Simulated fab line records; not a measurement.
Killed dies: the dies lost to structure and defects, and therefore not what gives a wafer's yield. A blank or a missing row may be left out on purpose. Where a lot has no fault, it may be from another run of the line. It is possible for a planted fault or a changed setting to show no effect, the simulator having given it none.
Which tool did it? | flow n5 finfet | 7 lots with 20 wafers sampled at 8 steps, on a route of 1938 steps

== WHAT THE GAUGES READ, wafer by wafer ==
N5_FIN_SAQP_CD_MEAS_31 targets a cd of 8 nm. Usual: cd nm reads 8.07 nm (standard deviation 0.21).
lot  | measured    | on        | cd nm (nm)      | flag
L966 | day 2 20:26 | cd sem-03 | 8.08 8.18 10.66 | OFF
L967 | day 3 00:59 | cd sem-03 | 7.81 7.93 10.86 | OFF
L970 | day 3 19:40 | cd sem-02 | 7.76 11.22      | OFF
L983 | day 7 03:25 | cd sem-03 | 8.27 8.30 7.75  |
L984 | day 7 08:29 | cd sem-02 | 7.94 7.99 8.31  |
L985 | day 7 13:45 | cd sem-03 | 8.08 7.95 7.95  |
L986 | day 7 20:46 | cd sem-02 | 8.05 8.29 8.18  |

N5_STI_FIN_REVEAL_CD_MEAS_22: target cd 6.238 nm, pitch 28 nm. Usual: cd nm reads 6.21 nm (standard deviation 0.23).
lot  | measured    | on        | cd nm (nm)     | flag
L966 | day 3 08:10 | cd sem-01 | 6.04 6.17 8.60 | OFF
L967 | day 3 13:02 | cd sem-01 | 5.83 6.27 9.27 | OFF
L970 | day 4 06:33 | cd sem-03 | 6.21 8.77      | OFF
L983 | day 7 14:28 | cd sem-01 | 6.24 6.35 6.01 |
L984 | day 7 19:20 | cd sem-03 | 6.24 6.27 6.39 |
L985 | day 8 01:14 | cd sem-03 | 6.15 6.27 6.33 |
L986 | day 8 08:21 | cd sem-03 | 6.31 6.35 6.44 |

N5_BEOL_M4_RC_MEAS_101. Usual: DIBL_N 36.4 mV/V, standard deviation 1.3; DIBL_P 36.5 mV/V, standard deviation 1.7; IOFF_N 0.154 nA/um, standard deviation 0.022; IOFF_N_85C 3.0 nA/um, standard deviation 0.36; IOFF_N_LIN 0.072 nA/um, standard deviation 0.0083; IOFF_P 0.202 nA/um, standard deviation 0.025; IOFF_P_85C 3.5 nA/um, standard deviation 0.35; IOFF_P_LIN 0.095 nA/um, standard deviation 0.0097; ION_N 671 uA/um, standard deviation 9.8; ION_P 460 uA/um, standard deviation 6.8; SS_N 71.6 mV/dec, standard deviation 0.54; SS_P 73.4 mV/dec, standard deviation 0.58; VT_N 250.9 mV, standard deviation 2.8; VT_N_LVT 99.2 mV, standard deviation 2.8; VT_P -251.4 mV, standard deviation 2.7; VT_P_LVT -100.2 mV, standard deviation 2.7.
lot  | measured     | on        | DIBL_N (mV/V)  | DIBL_P (mV/V)  | IOFF_N (nA/um)    | IOFF_N_85C (nA/um) | IOFF_N_LIN (nA/um) | IOFF_P (nA/um)    | IOFF_P_85C (nA/um) | IOFF_P_LIN (nA/um) | ION_N (uA/um) | ION_P (uA/um) | SS_N (mV/dec)  | SS_P (mV/dec)  | VT_N (mV)         | VT_N_LVT (mV)   | VT_P (mV)            | VT_P_LVT (mV)       | flag
L966 | day 8 14:12  | prober-02 | 39.3 36.8 51.8 | 38.5 36.2 56.1 | 0.174 0.132 1.110 | 3.4 2.7 15.9       | 0.075 0.063 0.373  | 0.185 0.155 0.828 | 3.4 2.9 11.8       | 0.084 0.075 0.253  | 669 662 776   | 447 446 501   | 72.4 71.7 74.9 | 74.5 72.9 79.1 | 252.2 253.1 220.7 | 98.4 103.0 67.4 | -256.8 -256.9 -233.6 | -103.4 -107.2 -84.8 | OFF
L967 | day 8 10:06  | prober-02 | 36.4 38.7 54.7 | 36.5 38.8 60.7 | 0.135 0.172 1.693 | 2.7 3.2 22.1       | 0.063 0.076 0.528  | 0.171 0.203 1.181 | 3.0 3.5 15.1       | 0.081 0.091 0.332  | 662 678 797   | 448 453 508   | 70.7 71.6 75.3 | 72.7 74.2 79.2 | 251.5 247.7 209.8 | 101.1 98.3 59.0 | -255.8 -253.6 -229.7 | -101.4 -101.5 -76.9 | OFF
L970 | day 10 04:22 | prober-02 | 35.8 53.1      | 36.2 59.0      | 0.169 1.794       | 3.3 23.4           | 0.076 0.553        | 0.206 1.261       | 3.6 16.4           | 0.099 0.359        | 679 793       | 465 515       | 71.2 75.6      | 73.2 79.3      | 249.0 210.6       | 96.2 57.9       | -253.1 -229.8        | -99.3 -75.0         | OFF
L983 | day 13 07:52 | prober-01 | 37.1 37.6 37.2 | 35.6 37.3 37.7 | 0.163 0.188 0.193 | 3.2 3.5 3.6        | 0.073 0.083 0.086  | 0.198 0.241 0.248 | 3.5 4.1 4.2        | 0.094 0.108 0.111  | 661 676 687   | 449 463 469   | 71.9 71.9 71.4 | 73.7 74.4 73.6 | 250.8 244.2 246.1 | 96.8 93.2 92.7  | -252.9 -245.9 -245.7 | -97.1 -95.1 -94.8   |
L984 | day 12 23:37 | prober-02 | 38.7 37.7 38.3 | 40.7 40.3 41.4 | 0.203 0.184 0.213 | 3.8 3.5 4.0        | 0.086 0.080 0.090  | 0.250 0.238 0.267 | 4.1 3.9 4.4        | 0.114 0.109 0.118  | 671 675 679   | 462 457 461   | 73.0 72.1 72.4 | 74.1 74.4 73.9 | 248.8 249.9 248.1 | 99.6 100.3 97.0 | -248.9 -249.7 -247.8 | -98.4 -98.6 -97.4   |
L985 | day 13 22:59 | prober-01 | 34.7 35.0 35.2 | 34.7 35.3 36.0 | 0.130 0.134 0.145 | 2.7 2.7 2.9        | 0.062 0.065 0.070  | 0.191 0.199 0.215 | 3.4 3.4 3.7        | 0.095 0.097 0.104  | 662 679 672   | 459 466 464   | 71.6 70.6 71.2 | 72.5 72.7 72.4 | 253.3 251.0 250.8 | 100.4 99.6 98.9 | -251.2 -248.1 -249.1 | -98.8 -99.2 -97.4   |
L986 | day 13 17:35 | prober-01 | 36.1 37.4 37.3 | 37.4 38.9 38.9 | 0.157 0.189 0.187 | 3.1 3.6 3.6        | 0.075 0.087 0.085  | 0.192 0.220 0.211 | 3.4 3.8 3.6        | 0.092 0.101 0.098  | 677 685 669   | 453 465 455   | 71.5 71.6 71.8 | 73.3 74.2 73.7 | 247.4 245.6 248.7 | 98.3 94.9 96.7  | -252.0 -250.3 -251.6 | -101.2 -99.9 -100.3 |

== WHAT TOOL EACH LOT RAN ON (gives the tool, then ch and the chambers of the sampled wafers, and finally the start) ==
lot  | N5_FIN_SAQP_STRIP_55              | N5_FIN_SAQP_ETCH_67               | N5_FIN_SAQP_SPACER2_ALD_28       | N5_FIN_SAQP_ETCH_34               | N5_FIN_SAQP_HM_CD_35
L966 | rie diel-06 ch 0,1,3, day 2 16:50 | rie diel-02 ch 0,1,2, day 2 19:22 | ald sin-02 ch 0,1,3, day 2 19:55 | rie diel-06 ch 0,3, day 2 20:34   | cd sem-02, day 2 20:43
L967 | rie diel-02 ch 0,1,3, day 2 21:46 | rie diel-06 ch 1,2,3, day 3 00:12 | ald sin-02 ch 1,2, day 3 00:28   | rie diel-06 ch 0,3, day 3 01:25   | cd sem-02, day 3 01:35
L970 | rie diel-02 ch 1,2, day 3 16:27   | rie diel-06 ch 0,2, day 3 18:53   | ald sin-02 ch 2,3, day 3 19:08   | rie diel-05 ch 3, day 3 19:46     | cd sem-01, day 3 19:56
L983 | rie diel-05 ch 0,1,2, day 7 00:08 | rie diel-02 ch 1,2,3, day 7 02:38 | ald sin-01 ch 1,3, day 7 02:53   | rie diel-06 ch 0,3, day 7 03:32   | cd sem-03, day 7 03:44
L984 | rie diel-02 ch 0,1,2, day 7 04:47 | rie diel-05 ch 0,1,2, day 7 07:43 | ald sin-02 ch 1,2,3, day 7 07:57 | rie diel-05 ch 0,1,3, day 7 08:35 | cd sem-02, day 7 08:45
L985 | rie diel-05 ch 0,1, day 7 10:34   | rie diel-05 ch 0,1, day 7 12:59   | ald sin-02 ch 0,1,2, day 7 13:14 | rie diel-06 ch 0,1,2, day 7 13:52 | cd sem-03, day 7 14:01
L986 | rie diel-06 ch 0,1,2, day 7 17:12 | rie diel-06 ch 0,1,2, day 7 19:41 | ald sin-02 ch 0,2,3, day 7 20:13 | rie diel-06 ch 0,1,2, day 7 20:55 | cd sem-01, day 7 21:04
- N5_FIN_SAQP_STRIP_55: strips in N2/H2.
- N5_FIN_SAQP_ETCH_67: etches SiNx in CH3F/O2, target depth 30 nm.
- N5_FIN_SAQP_SPACER2_ALD_28: deposits SiO2, target thk 8.1 nm, pulse time 1 s, purge time 2 s.
- N5_FIN_SAQP_ETCH_34: etches SiO2 in C4F6/O2, target depth 45 nm, time 15 s.
- N5_FIN_SAQP_HM_CD_35: target cd 8 nm.

== WHAT THE TOOLS THEMSELVES READ (means of the sampled wafers that have a number; where no wafer has one, the mark that the record gives instead) ==
N5_FIN_SAQP_STRIP_55. Usual: drypump motor current A 5.8 A, standard deviation 0.37; oes product au 0.77 a.u., standard deviation 0.086; rf vpp V 121.6 V, standard deviation 1.4; showerhead plenum p Torr 3.32 Torr, standard deviation 0.078; throttle valve pct 19.0 %, standard deviation 0.31.
lot  | tool        | drypump motor current A (A) | oes product au (a.u.) | rf vpp V (V) | showerhead plenum p Torr (Torr) | throttle valve pct (%) | flag
L966 | rie diel-06 | 6.0                         | 0.75                  | 122.0        | 3.32                            | 19.1                   |
L967 | rie diel-02 | 5.7                         | 0.74                  | 122.6        | 3.23                            | 19.1                   |
L970 | rie diel-02 | 5.5                         | 0.76                  | 121.2        | 3.37                            | 19.0                   |
L983 | rie diel-05 | 5.7                         | 0.86                  | 120.7        | 3.35                            | 18.9                   |
L984 | rie diel-02 | 5.7                         | 0.73                  | 121.0        | 3.30                            | 19.1                   |
L985 | rie diel-05 | 5.5                         | 0.90                  | 121.3        | 3.29                            | 18.7                   |
L986 | rie diel-06 | 5.9                         | 0.90                  | 122.6        | 3.32                            | 18.8                   |

N5_FIN_SAQP_ETCH_67. Usual: O2_flow_sccm 20.00 sccm, standard deviation 0.057; drypump motor current A 5.8 A, standard deviation 0.36; oes product au 0.76 a.u., standard deviation 0.078; rf fwd power W 390.9 W, standard deviation 1.9; rf vpp V 297.0 V, standard deviation 2.6; showerhead plenum p Torr 1.97 Torr, standard deviation 0.048; throttle valve pct 16.44 %, standard deviation 0.21.
lot  | tool        | O2_flow_sccm (sccm) | drypump motor current A (A) | oes product au (a.u.) | rf fwd power W (W) | rf vpp V (V) | showerhead plenum p Torr (Torr) | throttle valve pct (%) | flag
L966 | rie diel-02 | 19.97               | 5.7                         | 0.76                  | 390.9              | 297.3        | 1.97                            | 16.49                  |
L967 | rie diel-06 | 20.08               | 6.0                         | 0.77                  | 391.2              | 298.2        | 1.97                            | 16.37                  |
L970 | rie diel-06 | 20.09               | 5.8                         | 0.69                  | 391.9              | 297.9        | 1.98                            | 16.46                  |
L983 | rie diel-02 | 20.05               | 5.8                         | 0.74                  | 392.9              | 299.0        | 1.97                            | 16.66                  |
L984 | rie diel-05 | 20.00               | 5.6                         | 0.83                  | 390.3              | 295.6        | 1.99                            | 16.32                  |
L985 | rie diel-05 | 20.01               | 5.5                         | 0.90                  | 390.5              | 296.8        | 1.95                            | 16.14                  |
L986 | rie diel-06 | 19.98               | 5.9                         | 0.88                  | 391.7              | 298.7        | 1.97                            | 16.19                  |

N5_FIN_SAQP_SPACER2_ALD_28. Usual: heater power outer w 281 W, standard deviation 31; heater power w 499 W, standard deviation 42; precursor pulse height rel 0.997, standard deviation 0.02.
lot  | tool       | heater power outer w (W) | heater power w (W) | precursor pulse height rel | flag
L966 | ald sin-02 | 297                      | 526                | 1.011                      |
L967 | ald sin-02 | 310                      | 541                | 0.997                      |
L970 | ald sin-02 | 291                      | 519                | 1.006                      |
L983 | ald sin-01 | 235                      | 429                | 0.989                      |
L984 | ald sin-02 | 306                      | 530                | 1.000                      |
L985 | ald sin-02 | 302                      | 522                | 1.004                      |
L986 | ald sin-02 | 294                      | 525                | 0.977                      |

N5_FIN_SAQP_ETCH_34. Usual: O2_flow_sccm 10.001 sccm, standard deviation 0.027; drypump motor current A 5.8 A, standard deviation 0.38; etch rf on time s 15.01 s, standard deviation 0.2; oes product au 0.66 a.u., standard deviation 0.077; rf fwd power W 336.6 W, standard deviation 1.1; rf vpp V 665 V, standard deviation 6; showerhead plenum p Torr 2.81 Torr, standard deviation 0.068; throttle valve pct 21.14 %, standard deviation 0.22.
lot  | tool        | O2_flow_sccm (sccm) | drypump motor current A (A) | etch rf on time s (s) | oes product au (a.u.) | rf fwd power W (W) | rf vpp V (V) | showerhead plenum p Torr (Torr) | throttle valve pct (%) | flag
L966 | rie diel-06 | 10.003              | 5.9                         | 15.24                 | 0.61                  | 336.4              | 670          | 2.79                            | 21.22                  |
L967 | rie diel-06 | 9.986               | 6.1                         | 14.96                 | 0.64                  | 336.2              | 669          | 2.77                            | 21.20                  |
L970 | rie diel-05 | 9.994               | 5.8                         | 14.93                 | 0.64                  | 336.6              | 656          | 2.84                            | 21.09                  |
L983 | rie diel-06 | 10.017              | 5.9                         | 14.97                 | 0.77                  | 337.3              | 670          | 2.78                            | 21.00                  |
L984 | rie diel-05 | 9.988               | 5.5                         | 14.87                 | 0.73                  | 335.9              | 662          | 2.80                            | 20.95                  |
L985 | rie diel-06 | 9.981               | 5.9                         | 14.84                 | 0.76                  | 336.5              | 668          | 2.81                            | 20.93                  |
L986 | rie diel-06 | 10.011              | 5.9                         | 14.91                 | 0.76                  | 338.5              | 669          | 2.81                            | 20.92                  |

N5_FIN_SAQP_HM_CD_35. Usual: cd nm reads 8.11 nm (standard deviation 0.23).
lot  | tool      | cd nm (nm) | flag
L966 | cd sem-02 | 8.90       | OFF
L967 | cd sem-02 | 8.88       | OFF
L970 | cd sem-01 | 9.43       | OFF
L983 | cd sem-03 | 8.04       |
L984 | cd sem-02 | 8.30       |
L985 | cd sem-03 | 8.05       |
L986 | cd sem-01 | 8.28       |

== THE ANSWER, worked out from the rows above alone ==
Rule: a lot is off if the mean of its wafers that have a number lies more than 3 standard deviations from the usual mean. Also off: a lot with no number at a reading for which 4 or more lots have one. Any other lot the step has rows for is counted as sound. Order of review: gauges by route order, followed by the tools' own readings, for which a lot's mean as printed above is used. The first step at which some lot is off is used, and at that step the reading that is off furthest; a lot without a number counts as furthest.
Off, at N5_FIN_SAQP_CD_MEAS_31 on cd nm: L966, L967, L970.
A tool fits if, at a process step before that reading, it ran every lot that is off, and no sound lot after the first of them. The gauges at N5_FIN_SAQP_CD_MEAS_31 aren't tried: what is off there is off at N5_BEOL_M4_RC_MEAS_101 too, on other tools, and a gauge's error can't cause that. Not one of the candidates tried fits.

== WHAT THE SIMULATOR HAD INSERTED ==
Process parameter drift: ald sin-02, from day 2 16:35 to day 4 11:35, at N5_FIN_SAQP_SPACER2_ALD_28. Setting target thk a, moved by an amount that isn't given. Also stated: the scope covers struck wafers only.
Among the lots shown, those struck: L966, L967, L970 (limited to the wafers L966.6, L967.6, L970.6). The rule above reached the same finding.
